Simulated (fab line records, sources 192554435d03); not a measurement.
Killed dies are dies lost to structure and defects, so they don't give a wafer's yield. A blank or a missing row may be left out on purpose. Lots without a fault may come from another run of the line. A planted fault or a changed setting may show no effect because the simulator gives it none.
Which tool did it? | flow n5_finfet | 15 lots, 41 wafers sampled, at 4 steps of a route of 1938

WHAT THE GAUGES READ, wafer by wafer
The record holds no reading of a measuring or inspecting step that can be judged against a usual standard deviation.

WHICH TOOL RAN EACH LOT (tool, then ch and the chambers of the sampled wafers, then the start)
lot  | N5_BEOL_M15_ETCH_57                | N5_BEOL_M15_STRIP_36               | N5_BEOL_M15_STRIP_62                          | N5_MIM_BOT_LITHO_EXPOSE_05
L644 | rie_diel-02 ch 0,3, day 12 19:58   | rie_diel-02 ch 0,3, day 12 21:23   | rie_diel-02 ch 0,3, day 13 05:44 or earlier   | krf_scanner-02 ch 0, day 13 05:44
L646 | rie_diel-04 ch 1,2,3, day 12 21:14 | rie_diel-02 ch 0,1,3, day 13 01:02 | rie_diel-02 ch 0,1,3, day 13 07:09 or earlier | krf_scanner-01 ch 0, day 13 07:09
L648 | rie_diel-02 ch 0,2,3, day 13 09:19 | rie_diel-02 ch 1,2,3, day 13 11:25 | rie_diel-02 ch 1,2,3, day 13 16:24 or earlier | krf_scanner-01 ch 0, day 13 16:24
L649 | rie_diel-02 ch 0,1,3, day 13 09:47 | rie_diel-02 ch 0,1,2, day 13 13:42 | rie_diel-02 ch 0,1,2, day 13 19:43 or earlier | krf_scanner-02 ch 0, day 13 19:43
L650 | rie_diel-04 ch 1,2,3, day 13 20:50 | rie_diel-03 ch 0,1,3, day 14 00:06 | rie_diel-03 ch 0,1,3, day 14 07:48 or earlier | krf_scanner-02 ch 0, day 14 07:48
L651 | rie_diel-02 ch 1,2, day 14 02:17   | rie_diel-04 ch 2,3, day 14 07:22   | rie_diel-04 ch 2,3, day 14 15:27 or earlier   | krf_scanner-02 ch 0, day 14 15:27
L653 | rie_diel-03 ch 0,1,2, day 14 16:07 | rie_diel-03 ch 1,2, day 14 19:25   | rie_diel-03 ch 1,2, day 15 02:17 or earlier   | krf_scanner-02 ch 0, day 15 02:17
L655 | rie_diel-03 ch 2, day 15 06:13     | rie_diel-03 ch 0, day 15 09:01     | rie_diel-03 ch 0, day 15 20:04 or earlier     | krf_scanner-01 ch 0, day 15 20:04
L654 | rie_diel-02 ch 0,3, day 15 07:07   | rie_diel-02 ch 0,1,3, day 15 09:05 | rie_diel-02 ch 0,1,3, day 15 20:57 or earlier | krf_scanner-01, day 15 20:57
L659 | rie_diel-03 ch 0,2,3, day 15 09:56 | rie_diel-02 ch 1,2,3, day 15 12:08 | rie_diel-02 ch 1,2,3, day 15 21:31 or earlier | krf_scanner-01, day 15 21:31
L657 | rie_diel-03 ch 0,1,3, day 15 15:59 | rie_diel-03 ch 0,1,2, day 15 21:05 | rie_diel-03 ch 0,1,2, day 16 04:23 or earlier | krf_scanner-02, day 16 04:23
L663 | rie_diel-02 ch 2,3, day 16 07:50   | rie_diel-02 ch 0,3, day 16 09:55   | rie_diel-02 ch 0,3, day 16 16:18 or earlier   | krf_scanner-01 ch 0, day 16 16:18
L664 | rie_diel-02 ch 1,3, day 17 02:19   | rie_diel-03 ch 0,2,3, day 17 04:04 | rie_diel-03 ch 0,2,3, day 17 11:37 or earlier | krf_scanner-02 ch 0, day 17 11:37
L667 | rie_diel-04 ch 1,2, day 17 13:21   | rie_diel-04 ch 1,2, day 17 17:24   | rie_diel-04 ch 1,2, day 17 23:34 or earlier   | krf_scanner-02 ch 0, day 17 23:34
L666 | rie_diel-04 ch 2, day 17 20:11     | rie_diel-02 ch 1, day 17 21:22     | rie_diel-02 ch 1, day 18 04:17 or earlier     | krf_scanner-01 ch 0, day 18 04:17
- N5_BEOL_M15_ETCH_57: etches SOC in N2/H2, time 750 s.
- N5_BEOL_M15_STRIP_36: strips in O2.
- N5_BEOL_M15_STRIP_62: strips in O2.
- N5_MIM_BOT_LITHO_EXPOSE_05: exposes mask MIM BOT.

WHAT THE TOOLS THEMSELVES READ (means of the sampled wafers that have a number; where no wafer has one, the mark that the record gives instead)
N5_BEOL_M15_ETCH_57.
lot  | tool        | chamber_pressure_mTorr (mTorr) | drypump_motor_current_A (A) | oes_product_au (a.u.) | rf_vpp_V (V) | showerhead_plenum_p_Torr (Torr) | throttle_valve_pct (%)
L644 | rie_diel-02 | 30.001                         | 5.3                         | 0.72                  | 521.8        | 2.46                            | 17.85
L646 | rie_diel-04 | 30.024                         | 5.9                         | 0.85                  | 524.8        | 2.54                            | 17.65
L648 | rie_diel-02 | 29.984                         | 5.4                         | 0.83                  | 521.5        | 2.46                            | 17.76
L649 | rie_diel-02 | 29.983                         | 5.2                         | 0.77                  | 521.7        | 2.45                            | 17.77
L650 | rie_diel-04 | 29.989                         | 5.9                         | 0.85                  | 524.2        | 2.54                            | 17.66
L651 | rie_diel-02 | 29.971                         | 5.5                         | 0.91                  | 521.9        | 2.49                            | 17.52
L653 | rie_diel-03 | 29.967                         | 5.6                         | 0.79                  | 523.9        | 2.56                            | 17.95
L655 | rie_diel-03 | 30.004                         | 5.7                         | 0.80                  | 523.9        | 2.56                            | 17.81
L654 | rie_diel-02 | 30.019                         | 5.3                         | 0.71                  | 521.4        | 2.45                            | 17.89
L659 | rie_diel-03 | 29.988                         | 5.8                         | 0.75                  | 525.0        | 2.57                            | 17.97
L657 | rie_diel-03 | 29.996                         | 5.8                         | 0.77                  | 525.0        | 2.59                            | 17.96
L663 | rie_diel-02 | 30.022                         | 5.7                         | 0.81                  | 523.9        | 2.50                            | 17.68
L664 | rie_diel-02 | 29.996                         | 5.3                         | 0.77                  | 522.0        | 2.48                            | 17.66
L667 | rie_diel-04 | 30.005                         | 6.0                         | 0.77                  | 523.1        | 2.55                            | 17.76
L666 | rie_diel-04 | 29.978                         | 5.5                         | 0.84                  | 525.5        | 2.57                            | 17.66

N5_BEOL_M15_STRIP_36.
lot  | tool        | chamber_pressure_mTorr (mTorr) | drypump_motor_current_A (A) | oes_product_au (a.u.) | rf_vpp_V (V) | showerhead_plenum_p_Torr (Torr) | throttle_valve_pct (%)
L644 | rie_diel-02 | 30.03                          | 5.1                         | 0.74                  | 4.1          | 1.98                            | 16.83
L646 | rie_diel-02 | 30.03                          | 5.2                         | 0.77                  | 4.2          | 2.02                            | 16.67
L648 | rie_diel-02 | 29.92                          | 5.5                         | 0.84                  | 3.5          | 2.06                            | 16.45
L649 | rie_diel-02 | 30.01                          | 5.3                         | 0.87                  | 2.8          | 2.00                            | 16.46
L650 | rie_diel-03 | 29.98                          | 5.8                         | 0.78                  | 4.4          | 2.14                            | 16.84
L651 | rie_diel-04 | 29.96                          | 5.8                         | 0.89                  | 3.5          | 2.10                            | 16.66
L653 | rie_diel-03 | 29.97                          | 5.8                         | 0.84                  | 3.0          | 2.12                            | 16.58
L655 | rie_diel-03 | 30.03                          | 5.4                         | 0.69                  | 3.3          | 2.09                            | 17.26
L654 | rie_diel-02 | 30.01                          | 5.2                         | 0.76                  | 3.7          | 2.02                            | 16.72
L659 | rie_diel-02 | 30.00                          | 5.5                         | 0.81                  | 3.9          | 2.05                            | 16.50
L657 | rie_diel-03 | 29.97                          | 5.6                         | 0.77                  | 4.1          | 2.11                            | 16.85
L663 | rie_diel-02 | 29.98                          | 5.2                         | 0.72                  | 3.7          | 2.00                            | 16.89
L664 | rie_diel-03 | 30.03                          | 5.8                         | 0.73                  | 4.7          | 2.12                            | 16.95
L667 | rie_diel-04 | 29.97                          | 6.0                         | 0.77                  | 2.9          | 2.10                            | 16.63
L666 | rie_diel-02 | 30.02                          | 5.2                         | 0.80                  | 4.5          | 2.03                            | 16.45

N5_BEOL_M15_STRIP_62.
lot  | tool        | chamber_pressure_mTorr (mTorr) | drypump_motor_current_A (A) | oes_product_au (a.u.) | rf_vpp_V (V) | showerhead_plenum_p_Torr (Torr) | throttle_valve_pct (%)
L644 | rie_diel-02 | 30.011                         | 5.2                         | 0.74                  | 3.8          | 1.98                            | 16.85
L646 | rie_diel-02 | 30.005                         | 5.2                         | 0.77                  | 3.9          | 2.02                            | 16.68
L648 | rie_diel-02 | 29.978                         | 5.5                         | 0.85                  | 3.6          | 2.06                            | 16.46
L649 | rie_diel-02 | 30.003                         | 5.3                         | 0.86                  | 3.7          | 2.00                            | 16.47
L650 | rie_diel-03 | 29.986                         | 5.8                         | 0.79                  | 3.4          | 2.14                            | 16.84
L651 | rie_diel-04 | 30.019                         | 5.8                         | 0.88                  | 3.5          | 2.10                            | 16.65
L653 | rie_diel-03 | 29.996                         | 5.8                         | 0.85                  | 3.6          | 2.12                            | 16.61
L655 | rie_diel-03 | 29.994                         | 5.4                         | 0.69                  | 3.2          | 2.09                            | 17.29
L654 | rie_diel-02 | 30.031                         | 5.2                         | 0.75                  | 3.5          | 2.01                            | 16.72
L659 | rie_diel-02 | 30.003                         | 5.4                         | 0.82                  | 3.6          | 2.05                            | 16.49
L657 | rie_diel-03 | 29.997                         | 5.6                         | 0.77                  | 3.6          | 2.11                            | 16.85
L663 | rie_diel-02 | 30.014                         | 5.2                         | 0.71                  | 4.1          | 2.00                            | 16.88
L664 | rie_diel-03 | 30.018                         | 5.8                         | 0.73                  | 4.0          | 2.12                            | 16.95
L667 | rie_diel-04 | 30.004                         | 6.0                         | 0.77                  | 3.6          | 2.10                            | 16.65
L666 | rie_diel-02 | 30.012                         | 5.2                         | 0.80                  | 4.3          | 2.03                            | 16.42

N5_MIM_BOT_LITHO_EXPOSE_05.
lot  | tool           | exposure_dose_mJ_cm2 | focus_offset_nm (nm)
L644 | krf_scanner-02 | 24.275               | 0.4
L646 | krf_scanner-01 | 24.260               | 0.1
L648 | krf_scanner-01 | 24.269               | -0.3
L649 | krf_scanner-02 | 24.268               | 0.1
L650 | krf_scanner-02 | 24.296               | -0.1
L651 | krf_scanner-02 | 24.222               | -0.6
L653 | krf_scanner-02 | 24.255               | 0.4
L655 | krf_scanner-01 | 24.282               | 0.5
L654 | krf_scanner-01 | -                    | -
L659 | krf_scanner-01 | -                    | -
L657 | krf_scanner-02 | -                    | -
L663 | krf_scanner-01 | 24.267               | -0.2
L664 | krf_scanner-02 | 24.254               | -0.5
L667 | krf_scanner-02 | 24.272               | 0.5
L666 | krf_scanner-01 | 24.273               | -0.1

THE ANSWER, worked out from the rows above alone
Rule: what is usual is taken from the lots themselves. Put in order of their means at a reading, lots are off if they are a third of the lots or fewer, leave a main group of 4 or more, and stand apart from it by a gap of 3 or more times the standard deviation of the main group's means; of several such gaps the widest counts. A main group whose means are all the same, to the digits that the tables above print for the reading, isn't used. A lot without any number at a reading at which 4 lots or more have one is off too. The other lots that the step has rows for count as sound. The gauges are gone through in route order, then the tools' own readings, and for those a lot's mean is taken as printed above. The first step at which some lot is off is used, and at that step the reading that is off furthest; a lot without a number counts as furthest.
Off: L654, L659, L657, at N5_MIM_BOT_LITHO_EXPOSE_05 (exposure_dose_mJ_cm2). Without a number there: L654, L659, L657. The main group: mean 24.266, standard deviation 0.017.
A tool fits if, at that step or a process step before it, it ran every lot that is off, and no sound lot after the first of them. N5_BEOL_M15_STRIP_62 gives no start for some lots, so the hours and the order of its lots are those of N5_MIM_BOT_LITHO_EXPOSE_05. None of those tried fits.

WHAT THE SIMULATOR HAD PUT IN
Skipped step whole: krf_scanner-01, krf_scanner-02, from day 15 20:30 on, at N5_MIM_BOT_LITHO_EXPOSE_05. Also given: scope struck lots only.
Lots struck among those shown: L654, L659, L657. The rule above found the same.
